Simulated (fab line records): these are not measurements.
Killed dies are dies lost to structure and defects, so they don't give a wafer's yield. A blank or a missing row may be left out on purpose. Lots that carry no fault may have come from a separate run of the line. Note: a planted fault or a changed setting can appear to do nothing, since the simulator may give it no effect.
fab line records -- flow n5_finfet
[record] lots = 7, wafers = 20, last_day = 17
route steps=1938 shown BEOL_M10@1516 PASSIVATION@1936
lots with no fault: from the same line, run without faults
start_h: hours from the record's opening day to when the first of the lot's shown wafers began -- wait_h: how many hours have passed since the lot's step before this one -- " as in the row above -- L1.1+2: several wafers, shown together as one row -- - no value, or no start given -- * or withheld: withheld -- < > ~ a bound
route shown NAME@n: NAME is a module with steps in the file, n the number in the route of the first one -- usual: the fault-free wafers' mean and standard deviation -- same: alike in all rows -- chamber/n: place in a boat -- sites: each site's reading -- _std_site: standard deviation of those values -- _edge_site: outer sites' mean less inner sites' -- radius_mm: for every site, how far away it sits from the centre of the wafer -- mask NAME#n: copy n -- behind: the tool/chamber that last shaped the wafer -- hold: why the lot went on hold/how many hours it stayed there/how the hold came to an end -- device: the n, p or np transistor that did not switch -- end of line: tests of these same wafers at the route's end -- a step with no rows: only its recipe -- killed: at the first sort, the dies lost to defects and structure; wafer yield is something else -- map: per-die view of a wafer (x killed, . not killed, _ where there is no die)
set.NAME: the setting as run; set.NAME@STEP: as run at that earlier step -- model.NAME: the simulator's own value behind a step, which no gauge read
lots seen at some steps along the route; tables by step, rows by wafer
services: the hour from which a tool's chamber was out of use, counted from the record's first day as start_h (under 0 if before that day), plus the number of hours and why
[[steps]]
[step N5_BEOL_M10_HM_STRIP_39]
[recipe] chemistry = peroxide_tin_strip, material = TiN, target_depth_a = 250, temp_c = 50, time_s = 158
[step N5_BEOL_M10_SRD_40]
[recipe] time_s = 30, temp_c = 23, rinse_liquid = diw, dry = ipa_marangoni
[step N5_BEOL_M10_PRECLEAN_42]
[recipe] chemistry = residue_remover, time_s = 60, temp_c = 40
[step N5_BEOL_M10_SRD_43]
[recipe] time_s = 30, temp_c = 23, rinse_liquid = diw, dry = ipa_marangoni
[step N5_BEOL_M10_CD_MEAS_35]
[recipe] target_cd_nm = 70, polarity = opening
[usual] cd_nm = 70.0/0.73
lot.wafer,tool,chamber,start_h,wait_h,cd_nm
L310.4,cd_sem-03,-,219.60,0.0,71.7
L310.5,cd_sem-03,-,219.60,0.0,69.7
L310.6,cd_sem-03,-,219.60,0.0,70.5
L320.2,cd_sem-03,-,286.72,0.0,70.1
L320.5,cd_sem-03,-,286.72,0.0,69.7
L320.6,cd_sem-03,-,286.72,0.0,69.1
L321.2,cd_sem-02,-,286.98,0.0,69.9
L321.4,cd_sem-02,-,286.98,0.0,70.3
L321.6,cd_sem-02,-,286.98,0.0,70.3
L323.1,cd_sem-03,-,298.00,0.0,70.2
L323.3,cd_sem-03,-,298.00,0.0,70.4
L323.4,cd_sem-03,-,298.00,0.0,69.4
L324.2,cd_sem-01,-,303.93,0.0,69.2
L324.4,cd_sem-01,-,303.93,0.0,70.9
L324.6,cd_sem-01,-,303.93,0.0,69.9
L326.3,cd_sem-03,-,314.11,0.0,69.1
L326.4,cd_sem-03,-,314.11,0.0,70.0
L333.1,cd_sem-02,-,369.26,0.0,70.9
L333.2,cd_sem-02,-,369.26,0.0,69.5
L333.3,cd_sem-02,-,369.26,0.0,69.4
[step N5_BEOL_M10_CURE_72]
[recipe] temp_c = 370, time_s = 120, ambient = DMADMS/He, material = SiCOH_lowk
[usual] lamp_power_pct = 52.32/0.057, wafer_temp_C_max = 371.6/0.57
lot.wafer,tool,chamber,start_h,wait_h,lamp_power_pct,wafer_temp_C_max
L310.4,uv_cure-02,2,219.79,0.2,52.29,371.7
L310.5,uv_cure-02,2,219.79,0.2,52.41,371.8
L310.6,uv_cure-02,2,219.79,0.2,52.34,371.7
L320.2,uv_cure-02,1,286.81,0.1,52.40,371.4
L320.5,uv_cure-02,1,286.81,0.1,52.39,371.7
L320.6,uv_cure-02,1,286.81,0.1,52.41,371.1
L321.2,uv_cure-03,0,287.07,0.1,52.27,370.0
L321.4,uv_cure-03,0,287.07,0.1,52.37,370.8
L321.6,uv_cure-03,0,287.07,0.1,52.38,370.9
L323.1,uv_cure-01,0,298.04,0.0,52.26,371.3
L323.3,uv_cure-01,0,298.04,0.0,52.23,371.1
L323.4,uv_cure-01,0,298.04,0.0,52.40,371.2
L324.2,uv_cure-03,0,304.02,0.1,52.25,370.9
L324.4,uv_cure-03,0,304.02,0.1,52.42,370.5
L324.6,uv_cure-03,0,304.02,0.1,52.28,370.6
L326.3,uv_cure-02,0,315.74,1.6,52.30,372.0
L326.4,uv_cure-02,0,315.74,1.6,52.29,371.7
L333.1,uv_cure-01,0,369.30,0.0,52.29,371.2
L333.2,uv_cure-01,0,369.30,0.0,52.32,372.2
L333.3,uv_cure-01,0,369.30,0.0,52.28,371.2
[step N5_BEOL_M10_DEGAS_44]
[recipe] ambient = vacuum, temp_c = 250, time_s = 60
[usual] heater_power_w = 328/33
lot.wafer,tool,chamber,start_h,wait_h,heater_power_w
L310.4,pvd_sputter-02,-,219.99,0.2,296
L310.5,pvd_sputter-02,-,219.99,0.2,350
L310.6,pvd_sputter-02,-,219.99,0.2,280
L320.2,pvd_sputter-02,-,287.25,0.4,293
L320.5,pvd_sputter-02,-,287.25,0.4,348
L320.6,pvd_sputter-02,-,287.25,0.4,283
L321.2,pvd_sputter-02,-,287.81,0.7,293
L321.4,pvd_sputter-02,-,287.81,0.7,291
L321.6,pvd_sputter-02,-,287.81,0.7,293
L323.1,pvd_sputter-01,-,298.71,0.6,384
L323.3,pvd_sputter-01,-,298.71,0.6,349
L323.4,pvd_sputter-01,-,298.71,0.6,319
L324.2,pvd_sputter-01,-,304.68,0.6,320
L324.4,pvd_sputter-01,-,304.68,0.6,294
L324.6,pvd_sputter-01,-,304.68,0.6,313
L326.3,pvd_sputter-01,-,316.34,0.6,356
L326.4,pvd_sputter-01,-,316.34,0.6,382
L333.1,pvd_sputter-01,-,369.64,0.3,293
L333.2,pvd_sputter-01,-,369.64,0.3,346
L333.3,pvd_sputter-01,-,369.64,0.3,378
[step N5_BEOL_M10_PRE_CLEAN_45]
[recipe] gas = H2/He, time_s = 30, temp_c = 250
[usual] heater_power_w = 328/34
lot.wafer,tool,chamber,start_h,wait_h,heater_power_w
L310.4,pvd_sputter-02,-,220.03,0.0,295
L310.5,pvd_sputter-02,-,220.03,0.0,345
L310.6,pvd_sputter-02,-,220.03,0.0,286
L320.2,pvd_sputter-02,-,287.29,0.0,281
L320.5,pvd_sputter-02,-,287.29,0.0,348
L320.6,pvd_sputter-02,-,287.29,0.0,290
L321.2,pvd_sputter-02,-,287.85,0.0,293
L321.4,pvd_sputter-02,-,287.85,0.0,287
L321.6,pvd_sputter-02,-,287.85,0.0,286
L323.1,pvd_sputter-01,-,298.75,0.0,385
L323.3,pvd_sputter-01,-,298.75,0.0,357
L323.4,pvd_sputter-01,-,298.75,0.0,323
L324.2,pvd_sputter-01,-,304.72,0.0,321
L324.4,pvd_sputter-01,-,304.72,0.0,284
L324.6,pvd_sputter-01,-,304.72,0.0,329
L326.3,pvd_sputter-01,-,316.38,0.0,354
L326.4,pvd_sputter-01,-,316.38,0.0,376
L333.1,pvd_sputter-01,-,369.68,0.0,280
L333.2,pvd_sputter-01,-,369.68,0.0,350
L333.3,pvd_sputter-01,-,369.68,0.0,383
[step N5_BEOL_M10_ALD_74]
[recipe] material = TaN, target_thk_a = 20, temp_c = 275, ald_precursor_family = PDMAT, ald_co_reactant = NH3, pressure_torr = 3, carrier_flow_sccm = 1500, pulse_time_s = 2, purge_time_s = 3, co_reactant_purge_time_s = 2, co_reactant_pulse_time_s = 3, ald_cycles = 40, precursor_vessel_temp_c = 75, precursor_vessel_pressure_torr = 26.25, precursor_vessel_carrier_sccm = 1000
[step N5_BEOL_M10_SURFACE_TREAT_76]
[recipe] gas = Ar, time_s = *, ion_energy_ev = *, ion_current_ma_cm2 = 0.5, pressure_mtorr = *, ar_flow_sccm = 30
[usual] throttle_valve_pct = *
lot.wafer,tool,chamber,start_h,wait_h,throttle_valve_pct
L310.4,pvd_sputter-01,-,220.39,0.2,*
L310.5,pvd_sputter-01,-,220.39,0.2,*
L310.6,pvd_sputter-01,-,220.39,0.2,*
L320.2,pvd_sputter-01,-,287.69,0.2,*
L320.5,pvd_sputter-01,-,287.69,0.2,*
L320.6,pvd_sputter-01,-,287.69,0.2,*
L321.2,pvd_sputter-01,-,288.21,0.2,*
L321.4,pvd_sputter-01,-,288.21,0.2,*
L321.6,pvd_sputter-01,-,288.21,0.2,*
L323.1,pvd_sputter-01,-,299.29,0.3,*
L323.3,pvd_sputter-01,-,299.29,0.3,*
L323.4,pvd_sputter-01,-,299.29,0.3,*
L324.2,pvd_sputter-01,-,305.24,0.2,*
L324.4,pvd_sputter-01,-,305.24,0.2,*
L324.6,pvd_sputter-01,-,305.24,0.2,*
L326.3,pvd_sputter-03,-,316.76,0.2,*
L326.4,pvd_sputter-03,-,316.76,0.2,*
L333.1,pvd_sputter-01,-,370.16,0.2,*
L333.2,pvd_sputter-01,-,370.16,0.2,*
L333.3,pvd_sputter-01,-,370.16,0.2,*
[step N5_BEOL_M10_CVD_75]
[recipe] material = Co, target_thk_a = 20, temp_c = withheld, precursor = CCTBA/H2, pressure_torr = 30, time_s = 138.9
[step N5_BEOL_M10_SPUTTER_48]
[recipe] material = Cu, target_thk_a = 120, temp_c = -20, bias_v = 60, power_w = 26000, chamber_pressure_pa = 0.13, time_s = 2
[usual] bias_v = 60.1/0.57, chuck_sensor_temp_C = -16.0/0.32, throttle_valve_pct = 30.2/0.96
lot.wafer,tool,chamber,start_h,wait_h,bias_v,chuck_sensor_temp_C,throttle_valve_pct
L310.4,pvd_sputter-03,-,220.70,0.1,59.6,-16.4,31.7
L310.5,pvd_sputter-03,-,220.70,0.1,59.2,-15.4,29.8
L310.6,pvd_sputter-03,-,220.70,0.1,59.6,-15.6,30.6
L320.2,pvd_sputter-02,-,287.89,0.1,60.8,-16.0,29.8
L320.5,pvd_sputter-02,-,287.89,0.1,61.1,-16.1,29.8
L320.6,pvd_sputter-02,-,287.89,0.1,59.7,-16.1,30.0
L321.2,pvd_sputter-01,-,288.85,0.3,59.5,-16.3,29.3
L321.4,pvd_sputter-01,-,288.85,0.3,60.0,-16.5,30.4
L321.6,pvd_sputter-01,-,288.85,0.3,59.4,-16.6,30.1
L323.1,pvd_sputter-01,-,299.47,0.1,61.1,-16.1,29.4
L323.3,pvd_sputter-01,-,299.47,0.1,59.8,-16.0,28.3
L323.4,pvd_sputter-01,-,299.47,0.1,60.4,-16.3,29.8
L324.2,pvd_sputter-03,-,305.66,0.3,59.9,-16.6,31.9
L324.4,pvd_sputter-03,-,305.66,0.3,59.8,-16.6,30.3
L324.6,pvd_sputter-03,-,305.66,0.3,59.0,-16.4,31.8
L326.3,pvd_sputter-01,-,317.00,0.1,60.0,-16.3,29.5
L326.4,pvd_sputter-01,-,317.00,0.1,59.7,-15.8,28.4
L333.1,pvd_sputter-02,-,370.58,0.3,59.3,-16.0,29.4
L333.2,pvd_sputter-02,-,370.58,0.3,59.6,-16.2,32.1
L333.3,pvd_sputter-02,-,370.58,0.3,59.8,-16.0,30.0
[step N5_BEOL_M10_ECD_50]
[recipe] material = Cu, target_thk_a = 3180
lot.wafer,tool,chamber,start_h,wait_h,model.Cu_of_BEOL_M10_ECD_50.thk_nm
L310.4,ecd_cu-01,0,220.85,0.1,314.6
L310.5,ecd_cu-01,1,220.85,0.1,319.4
L310.6,ecd_cu-01,0,220.85,0.1,312.4
L320.2,ecd_cu-02,1,288.01,0.1,314.2
L320.5,ecd_cu-02,0,288.01,0.1,318.6
L320.6,ecd_cu-02,1,288.01,0.1,317.8
L321.2,ecd_cu-01,0,288.98,0.1,320.4
L321.4,ecd_cu-01,0,288.98,0.1,313.8
L321.6,ecd_cu-01,0,288.98,0.1,309.2
L323.1,ecd_cu-01,0,299.59,0.1,184.8
L323.3,ecd_cu-01,1,299.59,0.1,316.2
L323.4,ecd_cu-01,0,299.59,0.1,183.2
L324.2,ecd_cu-01,1,305.84,0.1,315.4
L324.4,ecd_cu-01,1,305.84,0.1,184.6
L324.6,ecd_cu-01,1,305.84,0.1,318.6
L326.3,ecd_cu-01,1,317.14,0.1,315
L326.4,ecd_cu-01,0,317.14,0.1,186.2
L333.1,ecd_cu-02,0,370.80,0.2,317.8
L333.2,ecd_cu-02,1,370.80,0.2,319
L333.3,ecd_cu-02,0,370.80,0.2,315.2
[step N5_BEOL_M10_ANNEAL_51]
[recipe] temp_c = 225, time_s = 90, ambient = N2
[step N5_BEOL_M10_CMP_52]
[recipe] stop_on = SiCOH_lowk, t_overpolish_s = 7, down_force_psi = 1, platen_rpm = 50, clearing_platen_down_force_psi = 1.5, clearing_platen_rpm = 50, post_cmp_clean = cu_alkaline, target_thk_nm = 140, clearing_platen_pad_velocity_m_s = 0.99484, pad_velocity_m_s = 0.99484
[usual] motor_current_A = 6.0/0.68, time_to_endpoint_s = 65/3.9
lot.wafer,tool,chamber,start_h,wait_h,motor_current_A,time_to_endpoint_s
L310.4,cmp-04,0,226.91,0.3,4.9,68
L310.5,cmp-04,1,226.91,0.3,5.4,70
L310.6,cmp-04,2,226.91,0.3,6.8,70
L320.2,cmp-03,2,288.52,0.3,6.0,59
L320.5,cmp-03,0,288.52,0.3,6.2,64
L320.6,cmp-03,1,288.52,0.3,6.5,59
L321.4,cmp-04,0,289.67,0.1,4.9,64
L321.2,cmp-04,2,289.67,0.1,6.4,69
L321.6,cmp-04,0,289.67,0.1,5.2,64
L323.4,cmp-04,0,300.00,0.1,5.0,37
L323.3,cmp-04,1,300.00,0.1,5.2,70
L323.1,cmp-04,3,300.00,0.1,6.7,39
L324.4,cmp-04,2,306.50,0.2,6.7,39
L324.2,cmp-04,3,306.50,0.2,6.0,69
L324.6,cmp-04,2,306.50,0.2,6.5,65
L326.4,cmp-03,1,317.79,0.2,6.5,30
L326.3,cmp-03,2,317.79,0.2,6.0,62
L333.2,cmp-02,2,371.77,0.3,6.4,65
L333.1,cmp-02,3,371.77,0.3,6.3,71
L333.3,cmp-02,0,371.77,0.3,6.0,62
[step N5_BEOL_M10_THK_MEAS_53]
[recipe] thk_meas_gauge = xrf, reads = Cu_of_BEOL_M10_ECD_50
[usual] M10_THK = 138/4.6
lot.wafer,tool,chamber,start_h,wait_h,M10_THK[nm]
L310.4,film_metro-02,-,227.09,-,136
L310.5,film_metro-02,-,227.09,-,143
L310.6,film_metro-02,-,227.09,-,135
L320.2,film_metro-02,-,288.74,-,140
L320.5,film_metro-02,-,288.74,-,133
L320.6,film_metro-02,-,288.74,-,133
L321.2,film_metro-02,-,289.96,-,139
L321.4,film_metro-02,-,289.96,-,131
L321.6,film_metro-02,-,289.96,-,139
L323.1,film_metro-01,-,300.29,-,139
L323.3,film_metro-01,-,300.29,-,145
L323.4,film_metro-01,-,300.29,-,145
L324.2,film_metro-01,-,306.76,-,134
L324.4,film_metro-01,-,306.76,-,142
L324.6,film_metro-01,-,306.76,-,131
L326.3,film_metro-01,-,318.01,-,135
L326.4,film_metro-01,-,318.01,-,137
L333.1,film_metro-01,-,372.03,-,138
L333.2,film_metro-01,-,372.03,-,136
L333.3,film_metro-01,-,372.03,-,141
[step N5_PASSIVATION_PROBE_49]
[usual] defect_limited_yield = 91.5/1.5, killed_at_M0_to_M3 = 33/9.9, killed_at_M4_up = 14/5.2, killed_at_contacts = 11/5.2, killed_at_front_end = 38/10, killed_at_other = 4/3.5, killed_dies = 100/18, killed_open = 66/14, killed_short = 32/6.9, sort_bin_4_leakage = 0.00/0.027, sort_bin_5_function = 5.0/1, sort_bin_6_memory = 3.1/0.69, sort_bin_8_speed = 0.03/0.26, sort_n_pass = 1080/18, sort_yield_pct = 91.5/1.5
[same] gross_dies = 1180, killed_at_back_side = 0
lot.wafer,tool,chamber,start_h,wait_h,defect_limited_yield[%],killed_at_M0_to_M3,killed_at_M4_up,killed_at_contacts,killed_at_front_end,killed_at_other,killed_dies,killed_open,killed_short,sort_bin_4_leakage[%],sort_bin_5_function[%],sort_bin_6_memory[%],sort_bin_8_speed[%],sort_n_pass,sort_yield_pct[%]
L310.4,prober-02,-,272.98,0.2,90.3,49,9,8,42,6,114,72,41,0,5.9,3.1,0,1066,90.3
L310.5,prober-02,-,273.03,0.2,90.7,34,12,16,40,8,110,81,26,0,5.7,3.5,0,1070,90.7
L310.6,prober-02,-,273.08,0.3,89.5,49,15,6,46,8,124,81,42,0,6.9,3.2,0.08,1055,89.4
L320.2,prober-01,-,347.09,0.1,90.3,47,13,23,32,0,115,77,38,0,5.3,4.0,0,1065,90.3
L320.5,prober-01,-,347.24,0.2,90.5,26,18,17,50,1,112,69,40,0,6.0,2.8,0,1068,90.5
L320.6,prober-01,-,347.29,0.3,86.7,60,17,14,62,4,157,106,49,0,8.9,4.0,0,1023,86.7
L323.1,prober-02,-,351.64,0.0,92.9,34,19,5,25,1,84,50,33,0,4.9,2.0,0,1096,92.9
L323.3,prober-02,-,351.74,0.1,91.7,23,9,9,44,13,98,62,23,0,5.0,2.5,0,1082,91.7
L323.4,prober-02,-,351.79,0.2,90.3,52,17,7,34,4,114,75,37,0,6.3,3.4,0,1066,90.3
L324.2,prober-02,-,360.08,0.1,92.5,24,15,8,39,3,89,54,35,0,4.7,2.6,0,1091,92.5
L324.4,prober-02,-,360.18,0.2,91.9,22,11,11,36,15,95,60,34,0,5.0,2.5,0,1085,91.9
L324.6,prober-02,-,360.28,0.3,93.5,17,6,8,39,7,77,45,32,0,3.3,3.1,0,1103,93.5
L326.3,prober-01,-,365.32,0.1,91.7,19,9,15,49,6,98,64,32,0,5.0,3.1,0,1082,91.7
L326.4,prober-01,-,365.37,0.2,93.9,16,16,8,29,3,72,47,23,0,4.0,2.1,0,1108,93.9
// killed by level:class
L310.4 BEOL_M0_SAQP:geometric_particle:open=19 FIN_SAQP:geometric_particle:open=15 BEOL_M0_SAQP:geometric_particle:short=13 FIN_SAQP:geometric_particle:short=11 MOL_CONTACT_COAG:geometric_particle:open=6 BEOL_M1:geometric_particle:open=4 STI_FIN_REVEAL:geometric_particle:open=4 BEOL_M2:geometric_particle:open=4
L310.5 FIN_SAQP:geometric_particle:open=18 MOL_CONTACT_COAG:geometric_particle:open=12 STI_FIN_REVEAL:geometric_particle:open=11 BEOL_M3:geometric_particle:open=10 BEOL_M0_SAQP:geometric_particle:short=6 BEOL_M0_SAQP:geometric_particle:open=6 BEOL_M2:geometric_particle:open=5 FIN_SAQP:geometric_particle:short=4
L310.6 BEOL_M0_SAQP:geometric_particle:short=13 BEOL_M3:geometric_particle:open=11 BEOL_M1:geometric_particle:open=9 FIN_SAQP:geometric_particle:open=8 STI_FIN_REVEAL:geometric_particle:open=8 BEOL_M0_SAQP:geometric_particle:open=8 FIN_SAQP:geometric_particle:short=7 DUMMY_GATE:geometric_particle:open=7
L320.2 MOL_CONTACT_COAG:geometric_particle:open=19 BEOL_M0_SAQP:geometric_particle:short=15 BEOL_M0_SAQP:geometric_particle:open=11 BEOL_M3:geometric_particle:open=10 BEOL_M4:geometric_particle:open=6 GATE_CUT:geometric_particle:open=5 DUMMY_GATE:geometric_particle:open=4 GATE_CUT:geometric_particle:short=4
L320.5 MOL_CONTACT_COAG:geometric_particle:open=12 STI_FIN_REVEAL:geometric_particle:open=10 GATE_CUT:geometric_particle:short=9 DUMMY_GATE:geometric_particle:open=7 BEOL_M4:geometric_particle:open=7 BEOL_M0_SAQP:geometric_particle:short=6 BEOL_M1:geometric_particle:open=6 FIN_SAQP:geometric_particle:short=5
L320.6 BEOL_M0_SAQP:geometric_particle:open=27 FIN_SAQP:geometric_particle:open=16 STI_FIN_REVEAL:geometric_particle:open=14 BEOL_M0_SAQP:geometric_particle:short=14 MOL_CONTACT_COAG:geometric_particle:open=11 FIN_SAQP:geometric_particle:short=8 GATE_CUT:geometric_particle:short=8 BEOL_M1:geometric_particle:open=8
L323.1 BEOL_M0_SAQP:geometric_particle:short=10 BEOL_M2:geometric_particle:open=9 BEOL_M4:geometric_particle:open=7 BEOL_M1:geometric_particle:open=7 FIN_SAQP:geometric_particle:short=6 MOL_CONTACT_COAG:geometric_particle:open=5 ILD0:geometric_particle:open=4 BEOL_M8:geometric_particle:open=4
L323.3 HKMG_FIN:area_etch=10 STI_FIN_REVEAL:geometric_particle:open=9 BEOL_M1:geometric_particle:open=7 MOL_CONTACT_COAG:geometric_particle:open=6 BEOL_M0_SAQP:geometric_particle:open=6 PASS1_CAP:geometric_particle:open=6 FIN_SAQP:geometric_particle:short=4 ILD0:geometric_particle:open=4
L323.4 BEOL_M3:geometric_particle:open=12 BEOL_M4:geometric_particle:open=11 BEOL_M0:geometric_particle:open=9 GATE_CUT:geometric_particle:short=8 BEOL_M1:geometric_particle:open=8 FIN_SAQP:geometric_particle:open=6 BEOL_M0_SAQP:geometric_particle:short=6 BEOL_M1:geometric_particle:short=6
L324.2 FIN_SAQP:geometric_particle:short=6 STI_FIN_REVEAL:geometric_particle:open=6 DUMMY_GATE:geometric_particle:open=6 BEOL_M4:geometric_particle:open=6 MOL_CONTACT_COAG:geometric_particle:open=5 BEOL_M3:geometric_particle:short=5 FIN_SAQP:geometric_particle:open=4 GATE_CUT:geometric_particle:open=4
L324.4 MOL_CONTACT_COAG:geometric_particle:open=8 FIN_SAQP:geometric_particle:short=5 STI_FIN_REVEAL:geometric_particle:open=5 BEOL_M2:geometric_particle:open=5 BEOL_M4:geometric_particle:open=5 FIN_SAQP:geometric_particle:open=4 GATE_CUT:geometric_particle:short=4 BEOL_M0_SAQP:geometric_particle:short=4
L324.6 FIN_SAQP:geometric_particle:short=7 BEOL_M2:geometric_particle:open=7 GATE_CUT:geometric_particle:short=6 MOL_CONTACT_COAG:geometric_particle:open=6 STI_FIN_REVEAL:geometric_particle:open=5 STARTING-WAFER:geometric_particle:open=5 ILD0:geometric_particle:short=4 FIN_SAQP:geometric_particle:open=3
L326.3 MOL_CONTACT_COAG:geometric_particle:open=14 STI_FIN_REVEAL:geometric_particle:open=10 FIN_SAQP:geometric_particle:short=6 GATE_CUT:geometric_particle:short=6 BEOL_M1:geometric_particle:open=5 BEOL_M3:geometric_particle:open=5 STARTING-WAFER:geometric_particle:open=5 STI_FIN_REVEAL:geometric_particle:short=4
L326.4 MOL_CONTACT_COAG:geometric_particle:open=6 DUMMY_GATE:geometric_particle:open=5 STI_FIN_REVEAL:geometric_particle:open=4 ILD0:geometric_particle:open=4 BEOL_M0_SAQP:geometric_particle:open=4 BEOL_M4:geometric_particle:short=4 BEOL_M5:geometric_particle:open=4 FIN_SAQP:geometric_particle:open=3
[[services]]
tool,chamber,start_h,hours,kind
cmp-04,-,213.83,0.9,repair
uv_cure-03,-,220.47,1.2,repair
ecd_cu-01,-,229.77,2.2,repair
cmp-04,-,233.19,1.7,repair
ecd_cu-01,-,234.98,7.6,pm
cmp-03,-,246.92,6.7,pm
cmp-02,-,252.02,4.6,pm
uv_cure-01,-,256.24,22.2,pm
cmp-02,-,259.66,5.2,repair
uv_cure-02,-,267.26,2.1,pm
cmp-02,-,269.14,1.4,repair
cmp-04,-,286.21,1.1,repair
cmp-04,-,292.15,4.0,pm
cmp-03,-,306.63,4.0,pm
uv_cure-03,-,306.76,28.1,pm
cmp-04,-,317.03,4.6,repair
ecd_cu-01,-,328.57,0.5,repair
uv_cure-01,-,338.17,2.1,pm
uv_cure-03,-,344.30,7.1,pm
cmp-03,-,347.65,1.0,repair
uv_cure-02,-,351.54,7.5,pm
uv_cure-02,-,359.09,6.0,pm
pvd_sputter-02,-,362.16,3.7,repair
cmp-03,-,368.25,3.7,repair
[[key]]
[first_sign] step = N5_BEOL_M10_CMP_52, reading = time_to_endpoint_s, direction = down, sigmas = 7.3, usual = *, struck = *
effect none on later readings
[model_effect] step = N5_BEOL_M10_ECD_50, value = Cu_of_BEOL_M10_ECD_50.thk_nm, without = 316.1, struck = 184.7
met_at N5_BEOL_M10_ECD_50
struck_wafers L323.1,L323.4,L324.4,L326.4
[baseline_loss] step = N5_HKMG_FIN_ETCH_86, wafers = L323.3
onset_between 288.98 299.59
[fault] kind = process_parameter_drift, tool = ecd_cu-01, chamber = -, onset_h = 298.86, steps = N5_BEOL_M10_ECD_50, channel = target_thk_a, offset = *, shape = step, end_h = 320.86, scope = struck_wafers_only, acts_in = *, stated = *
// baseline_loss: these wafers lose ten dies or more at that step, a loss of the line's own and not of a fault; the sort's usual values leave them out
